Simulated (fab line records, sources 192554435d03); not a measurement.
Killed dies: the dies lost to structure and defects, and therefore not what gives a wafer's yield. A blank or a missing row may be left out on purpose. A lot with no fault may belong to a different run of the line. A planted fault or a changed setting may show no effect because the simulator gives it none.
fab line records    flow n5-finfet
record lots=14  wafers=42  last-day=18
route steps=1938 shown SD_EPI_P@311 SD_ACTIVATION@332 ILD0@335 BEOL_M4@1111
lots that met no fault: from a run of the same line without faults
start-h: hours from the record's opening day to when the first of the lot's shown wafers began    wait-h: time in hours since the lot's previous step    " repeats the value in the row above    L1.1+2: one row covering several wafers at once    - value missing, or start not given    * or withheld: withheld    < > ~ a bound
route shown NAME@n: NAME is a module with steps in the file, n the number in the route of the first one    usual: mean/standard deviation of fault-free wafers    same: alike in all rows    chamber/n: place in a boat    sites: readings site by site    _std_site: the values' standard deviation    _edge_site: mean of outer sites minus mean of inner sites    radius-mm: for every site, how far away it sits from the centre of the wafer    mask NAME#n: copy n    behind: the most recent tool/chamber to have shaped the wafer    hold: why the lot was held/for how many hours/how that ended    device: transistor that didn't switch, given as n, p or np    end of line: tests of these same wafers at the route's end    a step without rows: its recipe alone    killed: count of dies lost to structure and defects at first sort (not the wafer's yield)    map: per-die view of a wafer (x killed, . not killed, _ where there is no die)
set.NAME: the run value of the setting; set.NAME@STEP: its run value at that earlier step    model.NAME: the simulator's own value behind a step, which no gauge read
route steps across a sampled set of lots; one table per step, one row per wafer
services: when a tool's chamber went out of use (start-h, in hours from the record's first day, below 0 if earlier), for how many hours, and the reason
## steps
# step N5_SD_EPI_P_ETCH_47
# recipe chemistry=CH3F/O2  target=SiOCN  target-depth-a=250  mask-material=SOC  ion-energy-ev=60  bias-w=29  pressure-mtorr=30  source-w=410  Ar_flow_sccm=150  CH3F_flow_sccm=30  O2_flow_sccm=20
# usual drypump-motor-current-A=5.7/0.53  oes_o_777_au=0.73/0.041  oes-product-au=0.73/0.039  rf-vpp-V=127.8/1.6  showerhead-plenum-p-Torr=1.98/0.041  throttle-valve-pct=16.49/0.21
lot.wafer  tool         chamber  start-h  wait-h  drypump-motor-current-A  oes_o_777_au  oes-product-au  rf-hours-counter-h  rf-vpp-V  showerhead-plenum-p-Torr  throttle-valve-pct
L611.3     rie-diel-05  0        62.67    0.1     5.4                      0.72          0.72            178                 128.5     1.99                      16.42
L611.5     "            3        "        "       5.6                      0.73          0.74            -                   129.4     1.99                      16.75
L611.6     "            2        "        "       5.5                      0.72          0.71            -                   125.8     1.98                      16.28
L614.1     rie-diel-04  0        79.79    0.1     6.1                      0.75          0.75            150                 128.0     2.01                      16.47
L614.4     "            2        "        "       5.5                      0.79          0.78            138                 128.9     2.09                      16.33
L614.5     "            0        "        "       6.1                      0.75          0.74            -                   128.4     2.01                      16.48
L613.1     rie-diel-02  0        80.14    0.1     6.0                      0.72          0.72            184                 127.4     1.99                      16.67
L613.5     "            0        "        "       6.0                      0.72          0.73            -                   129.0     1.99                      16.68
L613.6     "            3        "        "       4.7                      0.77          0.75            -                   125.9     2.01                      16.51
L616.1     rie-diel-05  0        94.01    0.1     5.4                      0.70          0.71            189                 128.3     1.98                      16.44
L616.2     "            1        "        "       6.6                      0.73          0.72            181                 130.3     1.99                      16.53
L616.5     "            3        "        "       5.6                      0.73          0.73            -                   129.3     1.99                      16.78
L619.1     rie-diel-04  2        112.60   0.1     5.5                      0.79          0.77            146                 131.5     2.08                      16.33
L619.2     "            3        "        "       5.7                      0.72          0.72            218                 127.8     1.90                      16.71
L619.5     "            2        "        "       5.5                      0.78          0.78            -                   128.7     2.08                      16.34
L620.1     rie-diel-02  0        117.58   0.1     6.0                      0.72          0.71            196                 126.2     1.98                      16.71
L620.4     "            3        "        "       4.7                      0.77          0.75            164                 125.9     2.00                      16.55
L620.5     "            0        "        "       6.0                      0.72          0.73            -                   126.8     1.98                      16.69
L622.1     rie-diel-05  1        127.05   0.1     6.7                      0.71          0.72            191                 129.8     1.98                      16.54
L622.3     "            2        "        "       5.5                      0.70          0.70            227                 125.9     1.97                      16.32
L622.4     "            3        "        "       5.6                      0.72          0.72            185                 128.7     1.98                      16.79
L623.3     rie-diel-02  1        130.71   0.1     5.9                      0.70          0.70            248                 125.6     1.89                      16.36
L623.5     "            2        "        "       5.6                      0.77          0.76            -                   129.0     2.01                      16.10
L623.6     "            1        "        "       5.9                      0.70          0.70            -                   126.9     1.89                      16.36
L624.1     rie-diel-05  1        138.98   0.1     6.8                      0.72          0.72            195                 130.4     1.98                      16.56
L624.2     "            0        "        "       5.4                      0.69          0.70            203                 129.7     1.98                      16.46
L624.3     "            2        "        "       5.5                      0.70          0.71            230                 126.9     1.97                      16.32
L627.1     rie-diel-05  0        158.55   0.1     5.4                      0.69          0.69            208                 127.9     1.98                      16.47
L627.4     "            1        "        "       6.7                      0.71          0.70            201                 128.4     1.98                      16.56
L627.5     "            2        "        "       5.5                      0.70          0.70            -                   126.8     1.97                      16.32
L630.1     rie-diel-05  1        176.53   0.1     6.7                      0.71          0.71            206                 127.4     1.98                      16.57
L630.5     "            3        "        "       5.6                      0.71          0.71            -                   128.6     1.98                      16.82
L630.6     "            0        "        "       5.4                      0.69          0.69            -                   127.5     1.97                      16.48
L631.3     rie-diel-02  1        180.96   0.1     5.9                      0.96          0.96            7                   129.1     2.14                      15.93
L631.5     "            3        "        "       4.7                      0.74          0.74            -                   124.7     2.00                      16.59
L631.6     "            0        "        "       6.0                      0.70          0.70            -                   126.2     1.98                      16.72
L632.1     rie-diel-05  1        188.05   0.1     6.7                      0.70          0.70            209                 129.4     1.98                      16.57
L632.3     "            0        "        "       5.4                      0.69          0.69            216                 128.1     1.97                      16.49
L632.5     "            0        "        "       5.4                      0.68          0.68            -                   128.7     1.97                      16.50
L633.2     rie-diel-05  1        195.21   0.1     6.7                      0.70          0.70            211                 128.8     1.98                      16.58
L633.4     "            0        "        "       5.4                      0.68          0.69            218                 128.7     1.97                      16.48
L633.6     "            3        "        "       5.6                      0.70          0.71            -                   128.7     1.98                      16.81
# step N5_SD_EPI_P_ETCH_16
# recipe chemistry=CHF3/O2  target=SiO2  target-depth-a=50  mask-material=SOC  pressure-mtorr=30  source-w=650  bias-w=170  Ar_flow_sccm=200  CHF3_flow_sccm=50  O2_flow_sccm=5  ion-energy-ev=200
# usual drypump-motor-current-A=5.7/0.53  oes_o_777_au=0.73/0.042  oes-product-au=0.73/0.04  rf-vpp-V=526/5.5  showerhead-plenum-p-Torr=2.39/0.047  throttle-valve-pct=19.05/0.22
lot.wafer  tool         chamber  start-h  wait-h  drypump-motor-current-A  oes_o_777_au  oes-product-au  rf-hours-counter-h  rf-vpp-V  showerhead-plenum-p-Torr  throttle-valve-pct
L611.3     rie-diel-05  0        62.77    0.1     5.4                      0.71          0.72            178                 529       2.39                      19.00
L611.5     "            3        "        "       5.6                      0.74          0.74            -                   533       2.40                      19.34
L611.6     "            2        "        "       5.5                      0.72          0.72            -                   519       2.38                      18.82
L614.1     rie-diel-04  0        79.89    0.1     6.1                      0.76          0.74            150                 525       2.42                      19.04
L614.4     "            2        "        "       5.5                      0.79          0.78            138                 529       2.51                      18.88
L614.5     "            0        "        "       6.1                      0.75          0.75            -                   526       2.42                      19.03
L613.1     rie-diel-02  0        80.24    0.1     6.0                      0.73          0.72            184                 521       2.40                      19.25
L613.5     "            0        "        "       6.0                      0.73          0.72            -                   523       2.40                      19.24
L613.6     "            3        "        "       4.8                      0.77          0.76            -                   522       2.42                      19.11
L616.1     rie-diel-05  0        94.11    0.1     5.4                      0.70          0.71            189                 528       2.39                      19.01
L616.2     "            1        "        "       6.7                      0.71          0.72            181                 531       2.39                      19.10
L616.5     "            3        "        "       5.6                      0.73          0.73            -                   533       2.40                      19.35
L619.1     rie-diel-04  2        112.70   0.1     5.5                      0.77          0.78            146                 530       2.50                      18.90
L619.2     "            3        "        "       5.6                      0.72          0.71            218                 523       2.29                      19.29
L619.5     "            2        "        "       5.5                      0.78          0.79            -                   530       2.50                      18.90
L620.1     rie-diel-02  0        117.68   0.1     6.0                      0.72          0.72            196                 523       2.39                      19.28
L620.4     "            3        "        "       4.8                      0.76          0.76            165                 521       2.41                      19.11
L620.5     "            0        "        "       6.0                      0.72          0.72            -                   522       2.39                      19.27
L622.1     rie-diel-05  1        127.15   0.1     6.7                      0.72          0.72            191                 531       2.39                      19.11
L622.3     "            2        "        "       5.5                      0.71          0.71            227                 519       2.38                      18.86
L622.4     "            3        "        "       5.6                      0.73          0.73            185                 531       2.39                      19.38
L623.3     rie-diel-02  1        130.81   0.1     5.9                      0.69          0.69            248                 521       2.28                      18.91
L623.5     "            2        "        "       5.6                      0.79          0.77            -                   532       2.42                      18.62
L623.6     "            1        "        "       5.9                      0.69          0.70            -                   520       2.28                      18.90
L624.1     rie-diel-05  1        139.08   0.1     6.6                      0.70          0.72            195                 532       2.39                      19.12
L624.2     "            0        "        "       5.4                      0.70          0.70            203                 528       2.38                      19.01
L624.3     "            2        "        "       5.5                      0.71          0.70            230                 518       2.37                      18.85
L627.1     rie-diel-05  0        158.65   0.1     5.4                      0.70          0.69            208                 528       2.38                      19.04
L627.4     "            1        "        "       6.7                      0.70          0.71            201                 532       2.39                      19.14
L627.5     "            2        "        "       5.5                      0.70          0.70            -                   520       2.37                      18.87
L630.1     rie-diel-05  1        176.63   0.1     6.7                      0.71          0.71            206                 532       2.38                      19.13
L630.5     "            3        "        "       5.6                      0.70          0.71            -                   532       2.39                      19.41
L630.6     "            0        "        "       5.4                      0.69          0.69            -                   528       2.38                      19.03
L631.3     rie-diel-02  1        181.06   0.1     5.9                      0.94          0.96            7                   528       2.57                      18.54
L631.5     "            3        "        "       4.7                      0.74          0.74            -                   520       2.40                      19.15
L631.6     "            0        "        "       6.0                      0.70          0.70            -                   524       2.38                      19.32
L632.1     rie-diel-05  1        188.15   0.1     6.7                      0.71          0.71            209                 531       2.38                      19.13
L632.3     "            0        "        "       5.4                      0.68          0.69            216                 529       2.38                      19.03
L632.5     "            0        "        "       5.4                      0.68          0.69            -                   527       2.38                      19.04
L633.2     rie-diel-05  1        195.31   0.1     6.7                      0.70          0.70            211                 532       2.38                      19.13
L633.4     "            0        "        "       5.4                      0.68          0.68            218                 528       2.38                      19.06
L633.6     "            3        "        "       5.6                      0.72          0.71            -                   530       2.38                      19.40
# step N5_SD_EPI_P_EPI_21
# recipe material=SiGe:B  dopant=B  temp-c=550  pressure-torr=20  ambient=H2  time-s=355
# usual epi-growth-time-s=355/0
lot.wafer  tool          chamber  start-h  wait-h  epi-growth-time-s
L611.3     epi-rpcvd-01  0        65.88    1.1     355
L611.5     "             0        "        "       355
L611.6     "             0        "        "       355
L614.1     epi-rpcvd-01  0        80.75    0.2     355
L614.4     "             0        82.19    1.5     355
L614.5     "             0        "        "       355
L613.1     epi-rpcvd-02  0        82.16    0.2     355
L613.5     "             0        84.08    2.0     355
L613.6     "             0        "        "       355
L616.1     epi-rpcvd-03  0        94.85    0.1     355
L616.2     "             0        "        "       355
L616.5     "             0        96.29    1.5     355
L619.1     epi-rpcvd-02  0        113.43   0.1     355
L619.2     "             0        "        "       355
L619.5     "             0        114.87   1.5     355
L620.1     epi-rpcvd-02  0        118.41   0.1     355
L620.4     "             0        119.49   1.1     355
L620.5     "             0        "        "       355
L622.1     epi-rpcvd-03  0        127.90   0.1     502.32
L622.3     "             0        "        "       355
L622.4     "             0        "        "       502.32
L623.3     epi-rpcvd-02  0        132.26   0.8     355
L623.5     "             0        "        "       355
L623.6     "             0        "        "       355
L624.1     epi-rpcvd-03  0        139.82   0.1     502.32
L624.2     "             0        "        "       502.32
L624.3     "             0        "        "       355
L627.1     epi-rpcvd-02  0        159.39   0.1     355
L627.4     "             0        160.47   1.1     355
L627.5     "             0        "        "       355
L630.1     epi-rpcvd-02  0        177.36   0.1     355
L630.5     "             0        178.80   1.5     355
L630.6     "             0        "        "       355
L631.3     epi-rpcvd-01  0        183.35   1.4     355
L631.5     "             0        184.63   2.6     355
L631.6     "             0        "        "       355
L632.1     epi-rpcvd-02  0        188.88   0.1     355
L632.3     "             0        "        "       355
L632.5     "             0        "        "       355
L633.2     epi-rpcvd-03  0        196.46   0.5     355
L633.4     "             0        "        "       355
L633.6     "             0        "        "       355
# step N5_SD_EPI_P_EPI_MEAS_23
# recipe mode=xrd
# usual thk-nm=61.2/1.2
lot.wafer  tool           chamber  start-h  wait-h  thk-nm
L611.3     film-metro-02  -        67.83    1.5     60.4
L611.5     "              -        "        "       60.4
L611.6     "              -        "        "       60.5
L614.1     film-metro-01  -        83.66    2.4     62.6
L614.4     "              -        "        "       60.5
L614.5     "              -        "        "       61.3
L613.1     film-metro-01  -        85.08    2.4     61.1
L613.5     "              -        "        "       60.0
L613.6     "              -        "        "       63.1
L616.1     film-metro-02  -        97.04    1.8     61.7
L616.2     "              -        "        "       61.8
L616.5     "              -        "        "       62.7
L619.1     film-metro-02  -        115.63   1.8     59.3
L619.2     "              -        "        "       61.3
L619.5     "              -        "        "       61.7
L620.1     film-metro-02  -        120.61   1.8     61.1
L620.4     "              -        "        "       59.3
L620.5     "              -        "        "       61.0
L622.1     film-metro-01  -        130.11   1.9     75.9
L622.3     "              -        "        "       59.8
L622.4     "              -        "        "       77.0
L623.3     film-metro-02  -        133.74   1.1     60.9
L623.5     "              -        "        "       61.4
L623.6     "              -        "        "       62.2
L624.1     film-metro-01  -        142.01   1.8     77.2
L624.2     "              -        "        "       76.0
L624.3     "              -        "        "       61.4
L627.1     film-metro-02  -        161.60   1.8     61.1
L627.4     "              -        "        "       61.3
L627.5     "              -        "        "       59.8
L630.1     film-metro-01  -        179.56   1.8     60.2
L630.5     "              -        "        "       59.7
L630.6     "              -        "        "       62.7
L631.3     film-metro-01  -        185.95   2.0     58.9
L631.5     "              -        "        "       60.4
L631.6     "              -        "        "       60.6
L632.1     film-metro-02  -        191.08   1.8     60.6
L632.3     "              -        "        "       60.7
L632.5     "              -        "        "       58.0
L633.2     film-metro-01  -        198.30   1.5     61.7
L633.4     "              -        "        "       63.3
L633.6     "              -        "        "       60.8
# step N5_SD_ACTIVATION_RS_MEAS_03
# recipe thk-meas-gauge=four-point-probe
# usual RS_SD_N=21.86/0.23  RS_SD_P=55.8/0.89
lot.wafer  tool           chamber  start-h  wait-h  RS_SD_N[ohm/sq]  RS_SD_P[ohm/sq]
L611.3     film-metro-01  -        70.53    0.2     21.97            54.3
L611.5     "              -        "        "       21.57            54.6
L611.6     "              -        "        "       22.02            55.3
L614.1     film-metro-02  -        84.52    0.2     21.70            55.8
L614.4     "              -        "        "       22.06            55.7
L614.5     "              -        "        "       21.99            55.9
L613.1     film-metro-02  -        85.69    0.2     21.94            55.8
L613.5     "              -        "        "       21.75            55.2
L613.6     "              -        "        "       22.12            54.5
L616.1     film-metro-02  -        97.78    0.2     21.66            55.5
L616.2     "              -        "        "       22.22            54.8
L616.5     "              -        "        "       21.83            55.9
L619.1     film-metro-01  -        116.38   0.2     22.27            56.0
L619.2     "              -        "        "       21.94            56.4
L619.5     "              -        "        "       21.74            56.4
L620.1     film-metro-02  -        121.22   0.2     22.06            55.6
L620.4     "              -        "        "       22.13            56.3
L620.5     "              -        "        "       21.97            55.1
L622.1     film-metro-01  -        131.27   0.2     21.85            44.0
L622.3     "              -        "        "       21.89            56.1
L622.4     "              -        "        "       21.79            44.2
L623.3     film-metro-02  -        134.56   0.2     21.83            56.5
L623.5     "              -        "        "       22.04            56.5
L623.6     "              -        "        "       21.80            56.3
L624.1     film-metro-01  -        142.89   0.2     21.53            43.8
L624.2     "              -        "        "       21.60            43.7
L624.3     "              -        "        "       21.52            55.1
L627.1     film-metro-02  -        162.22   0.2     21.71            56.8
L627.4     "              -        "        "       21.95            56.9
L627.5     "              -        "        "       22.02            55.9
L630.1     film-metro-02  -        180.17   0.2     21.60            55.2
L630.5     "              -        "        "       21.75            55.3
L630.6     "              -        "        "       21.49            55.5
L631.3     film-metro-02  -        186.59   0.2     22.04            57.1
L631.5     "              -        "        "       21.95            57.3
L631.6     "              -        "        "       21.98            57.9
L632.1     film-metro-01  -        191.71   0.2     22.37            55.6
L632.3     "              -        "        "       21.73            55.8
L632.5     "              -        "        "       21.79            55.8
L633.2     film-metro-02  -        198.93   0.2     22.28            55.2
L633.4     "              -        "        "       21.79            55.4
L633.6     "              -        "        "       22.00            56.1
# step N5_ILD0_LINER_00
# recipe material=SiNx  target-thk-a=40  temp-c=400  ald-precursor-family=SiH2I2  ald-co-reactant=N2/H2-plasma  pulse-time-s=1  purge-time-s=2  co-reactant-purge-time-s=2  ald-cycles=80  pressure-torr=2
# usual heater-power-w=842/81  precursor-pulse-height-rel=0.999/0.02
# same ald-cycles=80  pulse-time-s=1
lot.wafer  tool        chamber  start-h  wait-h  heater-power-w  precursor-pulse-height-rel
L611.3     ald-sin-04  3        70.84    0.0     774             1.037
L611.5     "           1        "        "       849             0.976
L611.6     "           0        "        "       905             0.978
L614.1     ald-sin-04  0        84.88    0.0     895             0.999
L614.4     "           3        "        "       803             1.015
L614.5     "           0        "        "       912             1.009
L613.1     ald-sin-04  0        86.33    0.3     905             1.002
L613.5     "           0        "        "       930             0.997
L613.6     "           1        "        "       865             1.040
L616.1     ald-sin-04  2        98.52    0.4     797             1.013
L616.2     "           1        "        "       869             1.016
L616.5     "           0        "        "       915             0.996
L619.1     ald-sin-01  2        116.73   0.0     807             1.003
L619.2     "           3        "        "       810             0.983
L619.5     "           2        "        "       791             1.035
L620.1     ald-sin-04  0        121.64   0.1     899             0.986
L620.4     "           2        "        "       793             1.033
L620.5     "           1        "        "       881             1.014
L622.1     ald-sin-02  3        131.63   0.0     654             1.024
L622.3     "           2        "        "       861             1.032
L622.4     "           0        "        "       982             0.995
L623.3     ald-sin-01  3        134.88   0.0     846             1.021
L623.5     "           0        "        "       840             1.003
L623.6     "           1        "        "       876             0.991
L624.1     ald-sin-01  0        143.57   0.4     835             0.994
L624.2     "           1        "        "       871             0.971
L624.3     "           3        "        "       848             0.990
L627.1     ald-sin-01  2        162.57   0.0     783             0.980
L627.4     "           3        "        "       825             0.971
L627.5     "           1        "        "       885             0.994
L630.1     ald-sin-02  1        180.53   0.0     778             0.949
L630.5     "           0        "        "       983             1.030
L630.6     "           1        "        "       792             1.021
L631.3     ald-sin-01  1        187.21   0.3     897             0.997
L631.5     "           0        "        "       834             0.979
L631.6     "           1        "        "       855             1.000
L632.1     ald-sin-02  3        193.09   1.1     655             1.011
L632.3     "           1        "        "       770             1.006
L632.5     "           1        "        "       764             1.010
L633.2     ald-sin-02  3        199.27   0.0     667             1.010
L633.4     "           0        "        "       1030            0.982
L633.6     "           2        "        "       855             1.003
# step N5_BEOL_M4_RC_MEAS_101
# usual DIBL_N=36.3/1.2  DIBL_P=36.3/1.4  IOFF_N=0.157/0.02  IOFF_P=0.22/0.033  ION_N=675/9.6  ION_P=465/8.2  RS_SD_P=65.4/1.1  SS_N=71.4/0.45  SS_P=73.3/0.54  VT_N=249.8/2.5  VT_P=-249/3.2
lot.wafer  tool       chamber  start-h  wait-h  DIBL_N[mV/V]  DIBL_P[mV/V]  IOFF_N[nA/um]  IOFF_P[nA/um]  ION_N[uA/um]  ION_P[uA/um]  RS_SD_P[ohm/sq]  SS_N[mV/dec]  SS_P[mV/dec]  VT_N[mV]  VT_P[mV]
L611.3     prober-02  0        203.36   0.3     36.7          37.4          0.161          0.24           684           475           63.9             72.0          73.4          247.5     -247
L611.5     "          0        "        "       37.9          38.7          0.190          0.26           687           467           64.1             71.9          74.0          248.9     -249
L611.6     "          0        "        "       36.8          37.3          0.162          0.23           678           468           65.4             71.4          74.3          249.6     -249
L614.1     prober-01  0        209.08   0.0     36.7          36.7          0.185          0.25           695           475           65.2             72.2          73.9          247.5     -249
L614.4     "          0        "        "       36.6          36.2          0.163          0.23           679           466           64.9             71.9          72.6          250.2     -249
L614.5     "          0        "        "       36.4          36.4          0.179          0.25           695           477           64.1             71.0          72.6          246.5     -246
L613.1     prober-01  0        215.64   0.0     36.5          35.2          0.145          0.20           677           465           64.4             71.7          73.1          253.5     -251
L613.5     "          0        "        "       37.5          37.4          0.176          0.24           690           477           64.5             71.7          73.4          246.0     -247
L613.6     "          0        "        "       36.6          34.6          0.138          0.19           674           460           64.0             71.2          73.4          252.7     -251
L619.1     prober-01  0        232.27   0.4     34.2          35.7          0.151          0.23           686           468           66.8             71.2          72.6          248.1     -247
L619.2     "          0        "        "       34.5          36.1          0.159          0.23           670           470           66.7             71.8          72.4          245.6     -248
L619.5     "          0        "        "       35.3          37.5          0.177          0.26           692           475           66.4             71.6          72.8          247.1     -246
L616.1     prober-01  0        234.87   0.0     36.2          35.5          0.137          0.18           668           456           65.3             71.4          73.1          252.1     -252
L616.2     "          0        "        "       37.5          37.2          0.155          0.21           684           468           64.8             71.9          73.3          253.2     -252
L616.5     "          0        "        "       36.2          35.9          0.140          0.18           673           459           65.0             71.1          72.8          251.5     -253
L620.1     prober-02  0        251.22   0.0     37.4          35.5          0.168          0.23           683           466           64.9             70.9          73.8          249.0     -249
L620.4     "          0        "        "       36.9          35.0          0.162          0.21           680           466           66.1             71.2          73.2          248.9     -247
L620.5     "          0        "        "       37.3          35.6          0.174          0.23           682           465           65.6             71.6          73.8          250.0     -247
L623.3     prober-01  0        252.24   0.3     34.5          34.8          0.155          0.19           679           468           66.1             71.6          73.8          249.4     -252
L623.5     "          0        "        "       34.2          34.3          0.146          0.18           681           459           67.0             70.7          72.8          247.7     -255
L623.6     "          0        "        "       33.8          34.0          0.141          0.17           670           459           66.0             71.5          72.9          248.8     -256
L622.1     prober-01  0        269.43   0.0     37.2          37.3          0.182          0.29           680           484           51.7             71.3          73.5          248.5     -242
L622.3     "          0        "        "       35.8          36.4          0.173          0.24           680           472           65.9             71.3          73.9          249.2     -245
L622.4     "          0        "        "       36.2          36.6          0.173          0.26           677           475           51.7             71.1          72.8          247.7     -242
L624.1     prober-02  0        276.89   0.0     37.1          36.9          0.156          0.25           666           469           51.4             71.4          74.0          250.1     -245
L624.2     "          0        "        "       36.4          36.4          0.154          0.23           671           467           51.7             72.1          73.0          252.0     -247
L624.3     "          0        "        "       34.7          34.0          0.120          0.18           660           453           64.9             70.6          73.4          254.0     -253
L627.1     prober-02  0        299.64   0.0     35.0          35.0          0.143          0.25           674           464           65.9             72.2          73.6          251.8     -248
L627.4     "          0        "        "       35.3          35.0          0.149          0.23           677           472           65.7             71.7          73.6          252.1     -247
L627.5     "          0        "        "       34.5          33.3          0.137          0.21           687           473           66.1             71.4          73.2          250.9     -248
L632.1     prober-01  0        307.20   0.0     35.7          36.1          0.147          0.25           673           469           64.9             71.2          73.3          249.2     -246
L632.3     "          0        "        "       37.4          37.9          0.182          0.28           675           473           65.4             71.5          74.0          246.1     -245
L632.5     "          0        "        "       36.5          36.6          0.170          0.26           667           464           65.7             71.8          73.9          247.4     -246
L630.1     prober-02  0        308.98   0.0     38.3          38.4          0.206          0.26           675           463           64.5             72.1          74.6          247.8     -247
L630.5     "          0        "        "       37.7          38.6          0.195          0.26           675           467           65.8             72.2          73.5          247.5     -249
L630.6     "          0        "        "       38.1          38.6          0.199          0.26           692           474           64.8             71.5          73.9          244.4     -245
L631.3     prober-02  0        315.34   0.3     37.2          37.3          0.186          0.26           691           481           67.1             71.4          74.0          247.1     -246
L631.5     "          0        "        "       37.1          36.7          0.174          0.25           683           473           66.9             71.6          74.1          249.6     -247
L631.6     "          0        "        "       35.9          34.6          0.154          0.22           689           474           67.8             70.7          73.9          253.2     -250
L633.2     prober-02  0        331.82   0.2     38.2          39.2          0.187          0.29           688           471           65.2             71.6          74.1          249.0     -242
L633.4     "          0        "        "       34.8          34.9          0.119          0.20           665           470           65.2             70.4          72.6          251.8     -248
L633.6     "          0        "        "       39.5          40.7          0.208          0.34           685           478           64.5             71.7          74.1          247.2     -243
## services
tool          chamber  start-h  hours  kind
epi-rpcvd-03  -        50.01    14.6   pm
ald-sin-01    -        52.18    6.0    pm
epi-rpcvd-02  -        53.58    14.6   pm
ald-sin-02    2        66.15    -      calibration
epi-rpcvd-03  -        68.12    26.0   repair
epi-rpcvd-01  -        83.73    0.3    repair
ald-sin-04    3        85.24    15.2   repair
ald-sin-02    -        85.25    14.0   pm
ald-sin-02    0        85.25    14.0   vent-cycle
ald-sin-02    1        85.25    14.0   vent-cycle
ald-sin-02    2        85.25    14.0   vent-cycle
ald-sin-02    3        85.25    14.0   vent-cycle
rie-diel-02   3        86.41    11.3   repair
ald-sin-01    3        89.03    4.4    repair
rie-diel-04   3        97.35    10.8   repair
rie-diel-04   -        100.48   4.0    repair
rie-diel-02   1        137.73   -      clean
rie-diel-02   1        137.73   -      consumable-replace:focus-ring
rie-diel-02   1        137.73   -      consumable-replace:showerhead
rie-diel-02   -        139.51   0.9    repair
epi-rpcvd-02  -        151.93   1.0    repair
epi-rpcvd-03  -        162.31   6.0    pm
ald-sin-01    -        189.68   4.3    pm
epi-rpcvd-02  -        191.25   27.2   pm
## key
first-sign step=N5_SD_EPI_P_EPI_21  reading=epi-growth-time-s  direction=up  sigmas=99+  usual=*  struck=*
effect step=N5_SD_EPI_P_EPI_MEAS_23  reading=thk-nm  direction=up  sigmas=13  usual=*  struck=*
effect step=N5_SD_ACTIVATION_RS_MEAS_03  reading=RS_SD_P  direction=down  sigmas=13  usual=55.8  struck=43.9
effect step=N5_BEOL_M4_RC_MEAS_101  reading=RS_SD_P  direction=down  sigmas=13  usual=65.4  struck=51.6
met-at N5_SD_EPI_P_EPI_21
struck-lots L622,L624
struck-wafers L622.1,L622.4,L624.1,L624.2
sort-left-out L622.1,L622.4,L624.1,L624.2
not-acting-at N5_SD_EPI_P_ETCH_47,N5_SD_EPI_P_ETCH_16,N5_ILD0_LINER_00
onset-between 94.85 127.90
fault kind=process-parameter-drift  tool=epi-rpcvd-03  chamber=-  onset-h=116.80  steps=N5_SD_EPI_P_EPI_21  channel=epi-growth-time-s  offset=*  shape=step  end-h=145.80  scope=struck-wafers-only  stated=*
# sort-left-out: the simulated sort isn't trusted on such a fault, so these wafers' sort isn't shown, and their yield isn't known
